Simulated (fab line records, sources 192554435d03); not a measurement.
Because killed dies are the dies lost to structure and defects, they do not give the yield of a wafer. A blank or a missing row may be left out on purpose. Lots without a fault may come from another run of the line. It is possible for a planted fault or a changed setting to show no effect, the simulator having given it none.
Problem report, 8D (eight disciplines) form, completed by code	flow n5 finfet	the parts of the form that need people (team, actions taken, sign-off) are left out

## 1. WHAT WENT WRONG
Mean of cd nm at N5_BEOL_M10_CD_MEAS_28: 62.9 nm across 6 wafers in 2 lots; on wafers with no fault it is 69.2 nm (standard deviation 1.1). That is -5.8 standard deviations from the usual mean.
The step: target cd 70 nm.
First seen on wafer L931.3, day 13 23:27, on cd sem-03. The record holds 33 wafers of 11 lots with a number at this step. Rule for "out", or "out of limits": more than 4 standard deviations from the usual mean. The other wafers with a number count as sound.

## 2. WHAT IT IS; WHAT IT IS NOT
question	is	is not
which readings at this step	cd nm	-
which lots	L931, L935	L922, L923, L924, L926, L930, L932, L939, L941, L942
which wafers of those lots	all that have a number	-
read on which gauges	cd sem-03	cd sem-01, cd sem-02
when	from day 13 23:27	up to then (15 sound wafers); but 12 sound wafers of L932, L939, L941, L942 came after

## 3. THE SUSPECTS, EACH WITH WHAT RULES IT OUT
Counting: any tool at a process step up to the reading is kept as a suspect provided that every lot that is out went through it and no sound lot did after the first of them.
- the gauge at N5_BEOL_M10_CD_MEAS_28 has been ruled out. All the wafers that are out were read on cd sem-03, but those of them that N5_BEOL_M10_EXPOSE_25 has rows for are out there too, on other tools.
- arfi scanner-02 at N5_BEOL_M10_EXPOSE_25 (exposes mask V9): kept. It ran every lot that is out, first L931 (day 13 23:20), and no sound lot after that; its last sound lot up to then is L930 (day 13 00:53). Its own readings are out on those wafers: exposure dose mJ cm2.
Left after counting: arfi scanner-02 at N5_BEOL_M10_EXPOSE_25.

## 4. THE CAUSE (what the simulator had put in)
Process parameter drift: arfi scanner-02, from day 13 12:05 on, at N5_BEOL_M10_EXPOSE_25. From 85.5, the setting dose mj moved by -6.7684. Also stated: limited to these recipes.
The count eliminated every tool but this one.

## 5. SEQUENCE OF EFFECTS, ordered by route
Each row: a reading where the mean over the struck wafers with a number is more than 3 standard deviations away from the usual. Readings are gone through only where the record gives a usual standard deviation; hours: the median, over the lots, of the time from a lot's start at the first step in this table giving one to that lot's start at this step; sigmas: the change measured in usual standard deviations.
hours	step	reading	usual	on struck wafers	change	sigmas
0	N5_BEOL_M10_EXPOSE_25	exposure dose mJ cm2	85.47	79.33	-6.14	-66
0	N5_BEOL_M10_CD_MEAS_28	cd nm	69.2 nm	62.9	-6.3	-5.8
Here are the process steps it includes:
- N5_BEOL_M10_EXPOSE_25: exposes mask V9.

## 6. HOW IT WOULD HAVE BEEN CAUGHT EARLIER
In this record the first reading out of limits at a measuring or inspecting step was taken at day 13 23:27, 11 hours after the fault began at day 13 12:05.
The tool's own readings at N5_BEOL_M10_EXPOSE_25 were out on every struck wafer that the step has a row for (exposure dose mJ cm2): an alarm limit on them would have fired on the first of those.
Lots out: 2; of these, L935 started N5_BEOL_M10_EXPOSE_25 on arfi scanner-02 after day 13 23:27. A hold on the tool at that time would have spared it.
